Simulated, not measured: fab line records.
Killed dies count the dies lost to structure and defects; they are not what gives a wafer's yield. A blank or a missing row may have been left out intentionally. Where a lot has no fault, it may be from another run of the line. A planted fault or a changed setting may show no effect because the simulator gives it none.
Chamber matching / flow nand harc / rie diel-04 running NHARC_A_STAIRCASE_ETCH_19: 4 sister chambers
The step etches the open film in C4F8/O2, target depth 100 nm, time 40.5 s. 8 wafers are shown with their chamber, then 7 later ones without.

== WAFERS WITH THEIR CHAMBER ==
wafer=L511.5; chamber=0; rf vpp V (V)=906; run length s (s)=61.3
wafer=L512.3; chamber=3; rf vpp V (V)=889; run length s (s)=61.5
wafer=L516.1; chamber=2; rf vpp V (V)=896; run length s (s)=61.3
wafer=L516.2; chamber=0; rf vpp V (V)=903; run length s (s)=61.5
wafer=L520.5; chamber=3; rf vpp V (V)=886; run length s (s)=61.5
wafer=L523.6; chamber=1; rf vpp V (V)=903; run length s (s)=61.8
wafer=L530.1; chamber=1; rf vpp V (V)=904; run length s (s)=61.7
wafer=L530.2; chamber=2; rf vpp V (V)=892; run length s (s)=61.4

== WAFERS WITH NO CHAMBER GIVEN ==
wafer=L530.3; rf vpp V (V)=906; run length s (s)=61.4
wafer=L531.1; rf vpp V (V)=904; run length s (s)=61.5
wafer=L531.3; rf vpp V (V)=894; run length s (s)=61.5
wafer=L531.4; rf vpp V (V)=906; run length s (s)=62.0
wafer=L532.2; rf vpp V (V)=905; run length s (s)=61.5
wafer=L532.5; rf vpp V (V)=904; run length s (s)=61.7
wafer=L532.6; rf vpp V (V)=906; run length s (s)=61.6

== THE CHAMBER EACH PASSED THROUGH ==
wafer=L530.3; from the rows above=0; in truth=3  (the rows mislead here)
wafer=L531.1; from the rows above=can't be placed: 0 or 1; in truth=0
wafer=L531.3; from the rows above=can't be placed: 2 or 3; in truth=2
wafer=L531.4; from the rows above=1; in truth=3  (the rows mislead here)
wafer=L532.2; from the rows above=can't be placed: 0 or 1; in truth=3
wafer=L532.5; from the rows above=1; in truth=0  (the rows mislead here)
wafer=L532.6; from the rows above=can't be placed: 1 or 0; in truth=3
Correctly placed: 0 of 7. Unplaceable from these rows: 4, with the true chamber sitting among the candidates in 2. Wrongly placed: 3.
How it was worked out, from the rows above alone: a wafer's distance from a chamber is the root of the sum, over the readings, of the square of ((its reading less the chamber's mean) divided by the reading's scatter). The wafer belongs to the nearest chamber; if the next one is less than 2 further off, it can't be placed. For every chamber, the mean is computed from those of its wafers that are shown. The scatter: take each reading less its chamber's mean, square it, sum over the shown wafers, divide by the number of wafers less the number of chambers, and take the root.
